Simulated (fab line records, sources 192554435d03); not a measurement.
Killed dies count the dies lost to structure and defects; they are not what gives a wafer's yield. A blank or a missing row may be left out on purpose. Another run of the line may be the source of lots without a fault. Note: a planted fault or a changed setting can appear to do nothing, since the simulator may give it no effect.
fab line records | flow n5_finfet | part 1 of 2: steps 1 to 22 of 30
record: lots: 5 | wafers: 15 | last_day: 18
route steps=1938 shown BEOL_M0_SAQP@685 BEOL_M0_CUTY@701
lots that met no fault: from a run of the same line without faults
start_h: start of the lot's first displayed wafer, in hours after the record's first day | wait_h: how many hours have passed since the lot's step before this one | " identical to the entry in the row above | L1.1+2: one row covering several wafers at once | - no value, or no start was given | * or withheld: withheld | < > ~ a bound
route shown NAME@n: names a module that has steps shown in the file, with the first one's number in the route | usual: average and standard deviation across the fault-free wafers | same: alike in all rows | chamber/n: place in a boat | sites: per-site readings | _std_site: standard deviation of those values | _edge_site: the outer-site mean with the inner-site mean subtracted | radius_mm: how far each site lies from the wafer's centre | mask NAME#n: copy n | behind: the tool/chamber that last shaped the wafer | hold: reason for holding the lot/hours on hold/outcome of the hold | device: the transistor (n, p or np) that didn't switch | end of line: at the end of the route, the tests of the same wafers | for a step that has no rows: nothing shown but its recipe | killed: dies lost to structure and defects at the first sort, not the wafer's yield | map: a wafer's dies, x killed, . not, _ none there
set.NAME: the setting that was run; set.NAME@STEP: the one run at that earlier step | model.NAME: the simulator's own value behind a step, which no gauge read
lots at some steps of the route; a table a step, a row a wafer
services: a tool's chamber out of use, with start hour (start_h, from the record's first day; less than 0 if before it), hours out, and reason
== steps ==
step: N5_BEOL_M0_SAQP_SOFTBAKE_35
recipe: temp_c: 110 | time_s: 60 | resist: CAR-EUV
lot.wafer  | tool           | chamber | start_h | wait_h
L075.1+3+5 | litho_track-01 | 0       | -       | -
L077.1+3+5 | litho_track-02 | 0       | -       | -
L093.1+3+5 | litho_track-02 | 0       | -       | -
L094.1+3+4 | litho_track-02 | 0       | -       | -
L095.1+3+4 | litho_track-05 | 0       | -       | -
step: N5_BEOL_M0_SAQP_EXPOSE_37
recipe: mask_id: M0_CUT1 | na: 0.33 | source_shape: annular | sigma_inner: 0.35 | sigma_outer: 0.8 | polarization: unpolarized | target_cd_nm: 30 | dose_mj: 44.75
usual: focus_offset_nm: 0.1/0.59 | stage_msd_nm: 0.886/0.025
same: sigma_outer: 0.8
lot.wafer | tool           | chamber | start_h | wait_h | mask      | focus_offset_nm | stage_msd_nm
L075.1    | euv_scanner-02 | 0       | 118.55  | -      | M0_CUT1#0 | 0.1             | 0.907
L075.3    | "              | 0       | "       | "      | M0_CUT1#0 | -0.6            | 0.908
L075.5    | "              | 0       | "       | "      | M0_CUT1#0 | -1.1            | 0.907
L077.1    | euv_scanner-01 | 0       | 131.50  | -      | M0_CUT1#0 | 0.2             | 0.881
L077.3    | "              | 0       | "       | "      | M0_CUT1#0 | -0.5            | 0.880
L077.5    | "              | 0       | "       | "      | M0_CUT1#0 | 0.7             | 0.878
L093.1    | euv_scanner-01 | 0       | 225.83  | -      | M0_CUT1#0 | 0.5             | 0.856
L093.3    | "              | 0       | "       | "      | M0_CUT1#0 | -0.5            | 0.856
L093.5    | "              | 0       | "       | "      | M0_CUT1#0 | -0.6            | 0.856
L094.1    | euv_scanner-01 | 0       | 229.96  | -      | M0_CUT1#0 | 0.1             | 0.858
L094.3    | "              | 0       | "       | "      | M0_CUT1#0 | 0.8             | 0.856
L094.4    | "              | 0       | "       | "      | M0_CUT1#0 | 1.1             | 0.856
L095.1    | euv_scanner-01 | 0       | 238.41  | -      | M0_CUT1#0 | 0.7             | 0.857
L095.3    | "              | 0       | "       | "      | M0_CUT1#0 | -0.3            | 0.854
L095.4    | "              | 0       | "       | "      | M0_CUT1#0 | -0.7            | 0.856
step: N5_BEOL_M0_SAQP_PEB_38
recipe: peb_temp_c: 100 | peb_time_s: 60 | resist: CAR-EUV
lot.wafer  | tool           | chamber | start_h | wait_h
L075.1+3+5 | litho_track-01 | 0       | 118.62  | 0.1
L077.1+3+5 | litho_track-02 | 0       | 131.56  | 0.1
L093.1+3+5 | litho_track-05 | 0       | 225.90  | 0.1
L094.1+3+4 | litho_track-02 | 0       | 230.03  | 0.1
L095.1+3+4 | litho_track-02 | 0       | 238.48  | 0.1
step: N5_BEOL_M0_SAQP_DEVELOP_39
recipe: develop_time_s: 30 | developer: TMAH | resist: CAR-EUV | rinse_liquid: surfactant_rinse | dry: air_spin | dev_temp_c: 23
lot.wafer  | tool           | chamber | start_h | wait_h
L075.1+3+5 | litho_track-01 | 0       | -       | -
L077.1+3+5 | litho_track-02 | 0       | -       | -
L093.1+3+5 | litho_track-05 | 0       | -       | -
L094.1+3+4 | litho_track-02 | 0       | -       | -
L095.1+3+4 | litho_track-02 | 0       | -       | -
step: N5_BEOL_M0_SAQP_CD_MEAS_40
recipe: target_cd_nm: 30 | landing_energy_ev: 500 | detector: se_inlens
usual: cd_nm: 30.07/0.25
lot.wafer | tool      | chamber | start_h | wait_h | cd_nm
L075.1    | cd_sem-02 | 0       | 118.68  | -      | 30.72
L075.3    | "         | 0       | "       | "      | 30.01
L075.5    | "         | 0       | "       | "      | 30.11
L077.1    | cd_sem-01 | 0       | 131.63  | -      | 30.34
L077.3    | "         | 0       | "       | "      | 30.33
L077.5    | "         | 0       | "       | "      | 30.17
L093.1    | cd_sem-03 | 0       | 225.96  | -      | 30.02
L093.3    | "         | 0       | "       | "      | 29.61
L093.5    | "         | 0       | "       | "      | 29.79
L094.1    | cd_sem-02 | 0       | 230.09  | -      | 30.21
L094.3    | "         | 0       | "       | "      | 30.21
L094.4    | "         | 0       | "       | "      | 29.98
L095.1    | cd_sem-01 | 0       | 238.54  | -      | 30.34
L095.3    | "         | 0       | "       | "      | 29.87
L095.4    | "         | 0       | "       | "      | 30.01
step: N5_BEOL_M0_SAQP_OVL_MEAS_41
recipe: points_per_wafer: 522
usual: M0_CUT1_OVL: 0.0/0.69
same: points_per_wafer: 522
lot.wafer | tool       | chamber | start_h | wait_h | M0_CUT1_OVL[nm]
L075.1    | overlay-02 | 0       | 118.71  | 0.0    | -0.4
L075.3    | "          | 0       | "       | "      | -1.8
L075.5    | "          | 0       | "       | "      | -1.0
L077.1    | overlay-02 | 0       | 131.66  | 0.0    | -0.6
L077.3    | "          | 0       | "       | "      | -0.4
L077.5    | "          | 0       | "       | "      | -1.2
L093.1    | overlay-01 | 0       | 225.99  | 0.0    | 0.0
L093.3    | "          | 0       | "       | "      | -0.2
L093.5    | "          | 0       | "       | "      | 0.2
L094.1    | overlay-02 | 0       | 230.12  | 0.0    | 0.4
L094.3    | "          | 0       | "       | "      | 0.5
L094.4    | "          | 0       | "       | "      | -0.2
L095.1    | overlay-02 | 0       | 238.57  | 0.0    | 0.0
L095.3    | "          | 0       | "       | "      | 0.7
L095.4    | "          | 0       | "       | "      | -0.5
step: N5_BEOL_M0_SAQP_INSPECT_42
recipe: mode: adi | inspect_instrument: brightfield
usual: raw_defect_count: 289/73
lot.wafer | tool              | chamber | start_h | wait_h | raw_defect_count
L075.1    | defect_inspect-02 | -       | 118.77  | 0.1    | 438
L075.3    | "                 | -       | "       | "      | 332
L075.5    | "                 | -       | "       | "      | 275
L077.1    | defect_inspect-02 | -       | 131.72  | 0.1    | 287
L077.3    | "                 | -       | "       | "      | 301
L077.5    | "                 | -       | "       | "      | 341
L093.1    | defect_inspect-02 | -       | 226.05  | 0.1    | 303
L093.3    | "                 | -       | "       | "      | 291
L093.5    | "                 | -       | "       | "      | 283
L094.1    | defect_inspect-01 | -       | 230.18  | 0.1    | 295
L094.3    | "                 | -       | "       | "      | 345
L094.4    | "                 | -       | "       | "      | 360
L095.1    | defect_inspect-01 | -       | 238.64  | 0.1    | 315
L095.3    | "                 | -       | "       | "      | 264
L095.4    | "                 | -       | "       | "      | 261
step: N5_BEOL_M0_SAQP_DESCUM_45
recipe: chemistry: O2 | time_s: 7 | source_power_w: 50 | bias_power_w: 20 | pressure_mtorr: 20 | rf_frequency_hz: 2.712e+07 | temp_c: 40 | resist: CAR-EUV | o2_flow_sccm: 225
usual: drypump_motor_current_A: 5.8/0.61 | oes_product_au: 0.83/0.088 | rf_vpp_V: 243.3/1.4 | showerhead_plenum_p_Torr: 2.10/0.069 | throttle_valve_pct: 20.40/0.2
lot.wafer | tool        | chamber | start_h | wait_h | drypump_motor_current_A | oes_product_au | rf_hours_counter_h | rf_vpp_V | showerhead_plenum_p_Torr | throttle_valve_pct
L075.1    | rie_diel-01 | 2       | 118.81  | 0.0    | 4.9                     | 0.79           | 125                | 241.1    | 2.01                     | 20.38
L075.3    | "           | 0       | "       | "      | 5.4                     | 0.88           | 46                 | 245.2    | 2.13                     | 20.22
L075.5    | "           | 3       | "       | "      | 5.4                     | 0.68           | -                  | 243.5    | 2.06                     | 20.35
L077.1    | rie_diel-04 | 2       | 131.75  | 0.0    | 6.2                     | 0.78           | 118                | 241.2    | 2.03                     | 20.61
L077.3    | "           | 3       | "       | "      | 5.8                     | 0.92           | 16                 | 244.3    | 2.15                     | 20.28
L077.5    | "           | 2       | "       | "      | 6.2                     | 0.78           | -                  | 241.3    | 2.03                     | 20.61
L093.1    | rie_diel-01 | 0       | 226.47  | 0.4    | 5.4                     | 0.82           | 81                 | 242.1    | 2.12                     | 20.27
L093.3    | "           | 3       | "       | "      | 5.4                     | 0.89           | 17                 | 241.3    | 2.05                     | 20.05
L093.5    | "           | 2       | "       | "      | 4.9                     | 0.75           | -                  | 241.4    | 2.00                     | 20.41
L094.1    | rie_diel-06 | 0       | 230.52  | 0.3    | 6.3                     | 0.88           | 40                 | 244.3    | 2.13                     | 20.19
L094.3    | "           | 2       | "       | "      | 6.6                     | 0.91           | 22                 | 244.0    | 2.13                     | 20.39
L094.4    | "           | 3       | "       | "      | 5.1                     | 0.70           | 217                | 240.1    | 1.98                     | 20.82
L095.1    | rie_diel-06 | 3       | 239.02  | 0.4    | 5.1                     | 0.70           | 220                | 241.3    | 1.98                     | 20.80
L095.3    | "           | 1       | "       | "      | 4.9                     | 0.71           | 219                | 243.1    | 2.08                     | 20.54
L095.4    | "           | 0       | "       | "      | 6.2                     | 0.88           | 44                 | 244.4    | 2.13                     | 20.18
step: N5_BEOL_M0_SAQP_ETCH_88
recipe: chemistry: N2/H2 | target: underlayer | target_depth_a: 65 | time_s: 5.2 | ion_energy_ev: 200 | mask_material: CAR-EUV | pressure_mtorr: 30 | source_w: 840 | bias_w: 150 | n2_flow_sccm: 200 | h2_flow_sccm: 200 | ends: cleared
usual: drypump_motor_current_A: 5.8/0.61 | etch_rf_on_time_s: 5.18/0.085 | oes_product_au: 0.71/0.077 | rf_vpp_V: 524.1/2.3 | showerhead_plenum_p_Torr: 2.55/0.085 | throttle_valve_pct: 17.83/0.21
lot.wafer | tool        | chamber | start_h | wait_h | drypump_motor_current_A | etch_rf_on_time_s | oes_product_au | rf_hours_counter_h | rf_vpp_V | showerhead_plenum_p_Torr | throttle_valve_pct
L075.1    | rie_diel-01 | 2       | 118.84  | 0.0    | 4.9                     | 5.06              | 0.67           | 125                | 522.7    | 2.45                     | 17.86
L075.3    | "           | 0       | "       | "      | 5.4                     | 5.20              | 0.74           | 46                 | 527.0    | 2.59                     | 17.67
L075.5    | "           | 3       | "       | "      | 5.4                     | 5.22              | 0.58           | -                  | 522.0    | 2.50                     | 17.81
L077.1    | rie_diel-04 | 2       | 131.79  | 0.0    | 6.2                     | 5.24              | 0.67           | 118                | 521.4    | 2.45                     | 18.05
L077.3    | "           | 3       | "       | "      | 5.8                     | 5.13              | 0.80           | 16                 | 526.1    | 2.59                     | 17.61
L077.5    | "           | 2       | "       | "      | 6.2                     | 5.21              | 0.65           | -                  | 521.1    | 2.45                     | 18.07
L093.1    | rie_diel-01 | 0       | 226.51  | 0.0    | 5.5                     | 5.22              | 0.69           | 81                 | 522.5    | 2.58                     | 17.74
L093.3    | "           | 3       | "       | "      | 5.4                     | 5.09              | 0.76           | 17                 | 522.6    | 2.49                     | 17.48
L093.5    | "           | 2       | "       | "      | 4.9                     | 5.25              | 0.63           | -                  | 523.9    | 2.44                     | 17.88
L094.1    | rie_diel-06 | 0       | 230.55  | 0.0    | 6.2                     | 5.17              | 0.76           | 40                 | 524.1    | 2.60                     | 17.72
L094.3    | "           | 2       | "       | "      | 6.6                     | 5.10              | 0.79           | 22                 | 526.1    | 2.59                     | 17.90
L094.4    | "           | 3       | "       | "      | 5.1                     | 5.31              | 0.60           | 217                | 521.4    | 2.41                     | 18.26
L095.1    | rie_diel-06 | 3       | 239.05  | 0.0    | 5.1                     | 5.39              | 0.59           | 220                | 519.9    | 2.41                     | 18.24
L095.3    | "           | 1       | "       | "      | 4.9                     | 5.37              | 0.61           | 219                | 522.5    | 2.51                     | 17.90
L095.4    | "           | 0       | "       | "      | 6.2                     | 5.27              | 0.75           | 44                 | 525.5    | 2.59                     | 17.72
step: N5_BEOL_M0_SAQP_ETCH_73
recipe: chemistry: CF4 | target: SiARC | target_depth_a: 195 | mask_material: CAR-EUV | time_s: 32.5 | ion_energy_ev: 80 | pressure_mtorr: 40 | source_w: 545 | bias_w: 36 | Ar_flow_sccm: 100 | cf4_flow_sccm: 100 | ends: cleared
usual: drypump_motor_current_A: 5.8/0.6 | etch_rf_on_time_s: 32.3/0.54 | oes_product_au: 0.71/0.077 | rf_vpp_V: 184.2/1.1 | showerhead_plenum_p_Torr: 2.15/0.067 | throttle_valve_pct: 15.56/0.21
lot.wafer | tool        | chamber | start_h | wait_h | drypump_motor_current_A | etch_rf_on_time_s | oes_product_au | rf_hours_counter_h | rf_vpp_V | showerhead_plenum_p_Torr | throttle_valve_pct
L075.1    | rie_diel-01 | 2       | 118.86  | 0.0    | 4.9                     | 32.3              | 0.67           | 125                | 183.9    | 2.07                     | 15.60
L075.3    | "           | 0       | "       | "      | 5.4                     | 32.2              | 0.74           | 46                 | 184.4    | 2.18                     | 15.40
L075.5    | "           | 3       | "       | "      | 5.4                     | 33.4              | 0.58           | -                  | 182.0    | 2.12                     | 15.64
L077.1    | rie_diel-04 | 2       | 131.81  | 0.0    | 6.2                     | 32.9              | 0.66           | 118                | 181.2    | 2.08                     | 15.74
L077.3    | "           | 3       | "       | "      | 5.8                     | 32.2              | 0.79           | 16                 | 184.1    | 2.19                     | 15.34
L077.5    | "           | 2       | "       | "      | 6.2                     | 32.8              | 0.67           | -                  | 183.6    | 2.08                     | 15.75
L093.1    | rie_diel-01 | 0       | 226.52  | 0.0    | 5.4                     | 32.5              | 0.70           | 81                 | 183.9    | 2.17                     | 15.47
L093.3    | "           | 3       | "       | "      | 5.4                     | 31.4              | 0.78           | 17                 | 183.1    | 2.11                     | 15.24
L093.5    | "           | 2       | "       | "      | 4.9                     | 32.4              | 0.64           | -                  | 183.4    | 2.06                     | 15.64
L094.1    | rie_diel-06 | 0       | 230.57  | 0.0    | 6.2                     | 31.7              | 0.76           | 40                 | 185.4    | 2.18                     | 15.35
L094.3    | "           | 2       | "       | "      | 6.6                     | 31.5              | 0.79           | 22                 | 184.9    | 2.19                     | 15.55
L094.4    | "           | 3       | "       | "      | 5.1                     | 33.4              | 0.60           | 217                | 182.6    | 2.03                     | 15.99
L095.1    | rie_diel-06 | 3       | 239.07  | 0.0    | 5.1                     | 33.3              | 0.60           | 220                | 182.3    | 2.03                     | 15.99
L095.3    | "           | 1       | "       | "      | 4.9                     | 33.0              | 0.61           | 219                | 185.2    | 2.12                     | 15.69
L095.4    | "           | 0       | "       | "      | 6.2                     | 32.0              | 0.74           | 44                 | 184.3    | 2.18                     | 15.37
step: N5_BEOL_M0_SAQP_CUT_ETCH_46
recipe: chemistry: N2/H2 | target: SOC | target_depth_a: 1350 | overetch_a: 270 | temp_c: 40 | time_s: 202.5 | ion_energy_ev: 200 | mask_material: SiARC | pressure_mtorr: 30 | source_w: 840 | bias_w: 150 | n2_flow_sccm: 200 | h2_flow_sccm: 200
usual: drypump_motor_current_A: 5.8/0.61 | rf_vpp_V: 524.1/2.4 | showerhead_plenum_p_Torr: 2.55/0.085 | throttle_valve_pct: 17.79/0.21
lot.wafer | tool        | chamber | start_h | wait_h | drypump_motor_current_A | rf_hours_counter_h | rf_vpp_V | showerhead_plenum_p_Torr | throttle_valve_pct
L075.1    | rie_diel-01 | 2       | 118.89  | 0.0    | 4.8                     | 125                | 520.1    | 2.45                     | 17.79
L075.3    | "           | 0       | "       | "      | 5.5                     | 47                 | 525.0    | 2.59                     | 17.66
L075.5    | "           | 3       | "       | "      | 5.4                     | -                  | 523.0    | 2.50                     | 17.75
L077.1    | rie_diel-04 | 2       | 131.84  | 0.0    | 6.2                     | 118                | 522.4    | 2.45                     | 18.01
L077.3    | "           | 3       | "       | "      | 5.9                     | 16                 | 524.7    | 2.59                     | 17.57
L077.5    | "           | 2       | "       | "      | 6.2                     | -                  | 522.2    | 2.45                     | 18.02
L093.1    | rie_diel-01 | 0       | 226.56  | 0.0    | 5.5                     | 81                 | 524.9    | 2.58                     | 17.69
L093.3    | "           | 3       | "       | "      | 5.4                     | 17                 | 521.6    | 2.49                     | 17.41
L093.5    | "           | 2       | "       | "      | 4.9                     | -                  | 520.9    | 2.44                     | 17.86
L094.1    | rie_diel-06 | 0       | 230.60  | 0.0    | 6.3                     | 40                 | 526.2    | 2.60                     | 17.66
L094.3    | "           | 2       | "       | "      | 6.6                     | 22                 | 526.2    | 2.59                     | 17.84
L094.4    | "           | 3       | "       | "      | 5.1                     | 217                | 521.8    | 2.41                     | 18.21
L095.1    | rie_diel-06 | 3       | 239.10  | 0.0    | 5.1                     | 220                | 520.8    | 2.41                     | 18.21
L095.3    | "           | 1       | "       | "      | 4.9                     | 219                | 523.2    | 2.51                     | 17.85
L095.4    | "           | 0       | "       | "      | 6.3                     | 44                 | 526.4    | 2.59                     | 17.65
step: N5_BEOL_M0_SAQP_STRIP_74
recipe: chemistry: N2/H2 | temp_c: 40 | n2_flow_sccm: 200 | h2_flow_sccm: 200 | rf_frequency_hz: 6e+07
lot.wafer  | tool        | chamber | start_h | wait_h
L075.1+3+5 | rie_diel-01 | 2,0,3   | 119.05  | 0.1
L077.1+3+5 | rie_diel-04 | 2,3,2   | 131.99  | 0.1
L093.1+3+5 | rie_diel-01 | 0,3,2   | 226.71  | 0.1
L094.1+3+4 | rie_diel-06 | 0,2,3   | 230.76  | 0.1
L095.1+3+4 | rie_diel-06 | 3,1,0   | 239.26  | 0.1
step: N5_BEOL_M0_SAQP_STRIP_89
recipe: chemistry: N2/H2 | temp_c: 40 | n2_flow_sccm: 200 | h2_flow_sccm: 200 | rf_frequency_hz: 6e+07
lot.wafer  | tool        | chamber | start_h | wait_h
L075.1+3+5 | rie_diel-01 | 2,0,3   | 119.06  | 0.0
L077.1+3+5 | rie_diel-04 | 2,3,2   | 132.00  | 0.0
L093.1+3+5 | rie_diel-01 | 0,3,2   | 226.72  | 0.0
L094.1+3+4 | rie_diel-06 | 0,2,3   | 230.77  | 0.0
L095.1+3+4 | rie_diel-06 | 3,1,0   | 239.27  | 0.0
step: N5_BEOL_M0_SAQP_ALD_48
recipe: material: SiO2 | target_thk_a: 200 | temp_c: 100 | ald_precursor_family: BDEAS | ald_co_reactant: O2-plasma | pulse_time_s: 1 | co_reactant_pulse_time_s: 1 | purge_time_s: 2 | co_reactant_purge_time_s: 2 | ald_cycles: 139 | pressure_torr: 2
usual: heater_power_w: 79/6.9 | precursor_pulse_height_rel: 1.000/0.019
lot.wafer | tool       | chamber | start_h | wait_h | heater_power_w | precursor_pulse_height_rel
L075.1    | ald_sin-02 | 1       | 119.09  | 0.0    | 72             | 0.999
L075.3    | "          | 0       | "       | "      | 77             | 1.029
L075.5    | "          | 2       | "       | "      | 90             | 1.006
L077.1    | ald_sin-02 | 3       | 132.04  | 0.0    | 71             | 1.040
L077.3    | "          | 2       | "       | "      | 89             | 1.000
L077.5    | "          | 2       | "       | "      | 91             | 1.028
L093.1    | ald_sin-03 | 0       | 226.76  | 0.0    | 77             | 1.018
L093.3    | "          | 1       | "       | "      | 81             | 0.994
L093.5    | "          | 3       | "       | "      | 85             | 0.992
L094.1    | ald_sin-02 | 0       | 230.80  | 0.0    | 79             | 1.013
L094.3    | "          | 3       | "       | "      | 72             | 1.021
L094.4    | "          | 1       | "       | "      | 72             | 0.968
L095.1    | ald_sin-01 | 1       | 239.30  | 0.0    | 87             | 1.008
L095.3    | "          | 2       | "       | "      | 76             | 1.002
L095.4    | "          | 0       | "       | "      | 80             | 1.011
step: N5_BEOL_M0_SAQP_ETCH_49
recipe: chemistry: CF4/O2 | target_depth_a: 370 | target: SiO2 | pressure_mtorr: 40 | source_w: 535 | bias_w: 49 | Ar_flow_sccm: 100 | cf4_flow_sccm: 100 | O2_flow_sccm: 10 | ion_energy_ev: 100
usual: drypump_motor_current_A: 5.8/0.5 | oes_product_au: 0.83/0.087 | rf_vpp_V: 242.4/1.9 | showerhead_plenum_p_Torr: 2.23/0.073 | throttle_valve_pct: 15.80/0.2
lot.wafer | tool        | chamber | start_h | wait_h | drypump_motor_current_A | oes_product_au | rf_hours_counter_h | rf_vpp_V | showerhead_plenum_p_Torr | throttle_valve_pct
L075.1    | rie_diel-01 | 1       | 119.77  | 0.4    | 6.8                     | 0.84           | 55                 | 237.5    | 2.24                     | 15.68
L075.3    | "           | 0       | "       | "      | 5.4                     | 0.88           | 47                 | 240.2    | 2.25                     | 15.65
L075.5    | "           | 0       | "       | "      | 5.5                     | 0.87           | -                  | 239.6    | 2.24                     | 15.62
L077.1    | rie_diel-06 | 0       | 132.56  | 0.3    | 6.3                     | 0.96           | 10                 | 241.5    | 2.26                     | 15.53
L077.3    | "           | 1       | "       | "      | 4.9                     | 0.74           | 187                | 245.1    | 2.19                     | 15.86
L077.5    | "           | 0       | "       | "      | 6.3                     | 0.96           | -                  | 241.6    | 2.26                     | 15.54
L093.1    | rie_diel-06 | 3       | 227.29  | 0.3    | 5.1                     | 0.71           | 215                | 240.9    | 2.09                     | 16.21
L093.3    | "           | 0       | "       | "      | 6.2                     | 0.89           | 39                 | 240.8    | 2.25                     | 15.59
L093.5    | "           | 3       | "       | "      | 5.1                     | 0.71           | -                  | 240.2    | 2.09                     | 16.22
L094.1    | rie_diel-06 | 0       | 231.41  | 0.4    | 6.2                     | 0.89           | 41                 | 241.5    | 2.25                     | 15.58
L094.3    | "           | 1       | "       | "      | 4.9                     | 0.72           | 216                | 245.3    | 2.18                     | 15.93
L094.4    | "           | 3       | "       | "      | 5.1                     | 0.71           | 217                | 243.4    | 2.09                     | 16.22
L095.1    | rie_diel-06 | 2       | 240.09  | 0.5    | 6.6                     | 0.91           | 27                 | 245.6    | 2.25                     | 15.84
L095.3    | "           | 3       | "       | "      | 5.1                     | 0.71           | 221                | 241.9    | 2.09                     | 16.22
L095.4    | "           | 0       | "       | "      | 6.2                     | 0.88           | 44                 | 242.0    | 2.25                     | 15.61
step: N5_BEOL_M0_SAQP_STRIP_75
recipe: chemistry: CF4 | resist: SiARC | power_w: 300 | bias_power_w: 75 | pressure_mtorr: 50 | cf4_flow_sccm: 150 | rf_frequency_hz: 6e+07
usual: drypump_motor_current_A: 5.8/0.5 | oes_product_au: 0.190/0.02 | rf_vpp_V: 271.4/1.5 | showerhead_plenum_p_Torr: 1.81/0.058 | throttle_valve_pct: 13.52/0.21
lot.wafer | tool        | chamber | start_h | wait_h | drypump_motor_current_A | oes_product_au | rf_hours_counter_h | rf_vpp_V | showerhead_plenum_p_Torr | throttle_valve_pct
L075.1    | rie_diel-01 | 1       | 119.87  | 0.1    | 6.7                     | 0.199          | 55                 | 271.6    | 1.82                     | 13.37
L075.3    | "           | 0       | "       | "      | 5.4                     | 0.198          | 47                 | 271.3    | 1.83                     | 13.36
L075.5    | "           | 0       | "       | "      | 5.4                     | 0.204          | -                  | 271.2    | 1.83                     | 13.35
L077.1    | rie_diel-06 | 0       | 132.66  | 0.1    | 6.2                     | 0.219          | 10                 | 271.8    | 1.84                     | 13.25
L077.3    | "           | 1       | "       | "      | 4.9                     | 0.170          | 187                | 272.5    | 1.78                     | 13.62
L077.5    | "           | 0       | "       | "      | 6.2                     | 0.217          | -                  | 271.0    | 1.84                     | 13.24
L093.1    | rie_diel-06 | 3       | 227.39  | 0.1    | 5.1                     | 0.158          | 215                | 269.2    | 1.70                     | 13.96
L093.3    | "           | 0       | "       | "      | 6.2                     | 0.207          | 39                 | 270.9    | 1.83                     | 13.29
L093.5    | "           | 3       | "       | "      | 5.1                     | 0.163          | -                  | 269.6    | 1.70                     | 13.98
L094.1    | rie_diel-06 | 0       | 231.51  | 0.1    | 6.2                     | 0.200          | 41                 | 272.0    | 1.83                     | 13.30
L094.3    | "           | 1       | "       | "      | 4.9                     | 0.166          | 216                | 270.2    | 1.77                     | 13.69
L094.4    | "           | 3       | "       | "      | 5.1                     | 0.168          | 217                | 271.0    | 1.70                     | 13.97
L095.1    | rie_diel-06 | 2       | 240.19  | 0.1    | 6.6                     | 0.210          | 27                 | 271.9    | 1.83                     | 13.50
L095.3    | "           | 3       | "       | "      | 5.1                     | 0.164          | 221                | 269.0    | 1.70                     | 13.98
L095.4    | "           | 0       | "       | "      | 6.3                     | 0.203          | 44                 | 271.9    | 1.83                     | 13.29
step: N5_BEOL_M0_CUTY_COAT_50
recipe: resist: SiARC | temp_c: 220 | time_s: 60 | spin_rpm: 1500 | resist_thk_nm: 15
lot.wafer  | tool           | chamber | start_h | wait_h
L075.1+3+5 | litho_track-01 | 0       | 119.91  | 0.0
L077.1+3+5 | litho_track-04 | 0       | 132.71  | 0.0
L093.1+3+5 | litho_track-03 | 0       | 227.43  | 0.0
L094.1+3+4 | litho_track-03 | 0       | 231.55  | 0.0
L095.1+3+4 | litho_track-03 | 0       | 240.24  | 0.0
step: N5_BEOL_M0_CUTY_COAT_51
recipe: resist: CAR-ArF-block | spin_rpm: 1500 | resist_thk_nm: 150
lot.wafer  | tool           | chamber | start_h | wait_h
L075.1+3+5 | litho_track-01 | 0       | -       | -
L077.1+3+5 | litho_track-04 | 0       | -       | -
L093.1+3+5 | litho_track-03 | 0       | -       | -
L094.1+3+4 | litho_track-03 | 0       | -       | -
L095.1+3+4 | litho_track-03 | 0       | -       | -
step: N5_BEOL_M0_CUTY_EBR_52
recipe: solvent: PGMEA | ebr_width_mm: 1.5
same: ebr_width_mm: 1.5
lot.wafer  | tool           | chamber | start_h | wait_h
L075.1+3+5 | litho_track-01 | 0       | -       | -
L077.1+3+5 | litho_track-04 | 0       | -       | -
L093.1+3+5 | litho_track-03 | 0       | -       | -
L094.1+3+4 | litho_track-03 | 0       | -       | -
L095.1+3+4 | litho_track-03 | 0       | -       | -
step: N5_BEOL_M0_CUTY_SOFTBAKE_53
recipe: temp_c: 110 | time_s: 60 | resist: CAR-ArF-block
lot.wafer  | tool           | chamber | start_h | wait_h
L075.1+3+5 | litho_track-01 | 0       | -       | -
L077.1+3+5 | litho_track-04 | 0       | -       | -
L093.1+3+5 | litho_track-03 | 0       | -       | -
L094.1+3+4 | litho_track-03 | 0       | -       | -
L095.1+3+4 | litho_track-03 | 0       | -       | -
step: N5_BEOL_M0_CUTY_EXPOSE_54
recipe: mask_id: M0_ABLK | na: 1.35 | source_shape: conventional | sigma_outer: 0.8 | polarization: unpolarized | dose_mj: 36
usual: focus_offset_nm: 0.0/0.58
same: sigma_outer: 0.8
lot.wafer | tool            | chamber | start_h | wait_h | mask      | focus_offset_nm
L075.1    | arfi_scanner-02 | 0       | 120.01  | -      | M0_ABLK#0 | 0.3
L075.3    | "               | 0       | "       | "      | M0_ABLK#0 | -0.2
L075.5    | "               | 0       | "       | "      | M0_ABLK#0 | 0.4
L077.1    | arfi_scanner-01 | 0       | 132.81  | -      | M0_ABLK#0 | 0.5
L077.3    | "               | 0       | "       | "      | M0_ABLK#0 | -0.7
L077.5    | "               | 0       | "       | "      | M0_ABLK#0 | -0.2
L093.1    | arfi_scanner-01 | 0       | 227.66  | -      | M0_ABLK#0 | 0.4
L093.3    | "               | 0       | "       | "      | M0_ABLK#0 | -0.3
L093.5    | "               | 0       | "       | "      | M0_ABLK#0 | 0.9
L094.1    | arfi_scanner-03 | 0       | 232.70  | -      | M0_ABLK#0 | 0.3
L094.3    | "               | 0       | "       | "      | M0_ABLK#0 | -0.1
L094.4    | "               | 0       | "       | "      | M0_ABLK#0 | 0.0
L095.1    | arfi_scanner-02 | 0       | 240.46  | -      | M0_ABLK#0 | 0.0
L095.3    | "               | 0       | "       | "      | M0_ABLK#0 | -0.5
L095.4    | "               | 0       | "       | "      | M0_ABLK#0 | -0.6
step: N5_BEOL_M0_CUTY_PEB_55
recipe: peb_temp_c: 110 | peb_time_s: 60 | resist: CAR-ArF-block
lot.wafer  | tool           | chamber | start_h | wait_h
L075.1+3+5 | litho_track-01 | 0       | 120.07  | 0.1
L077.1+3+5 | litho_track-04 | 0       | 132.86  | 0.1
L093.1+3+5 | litho_track-01 | 0       | 227.71  | 0.1
L094.1+3+4 | litho_track-03 | 0       | 232.75  | 0.1
L095.1+3+4 | litho_track-03 | 0       | 240.52  | 0.1
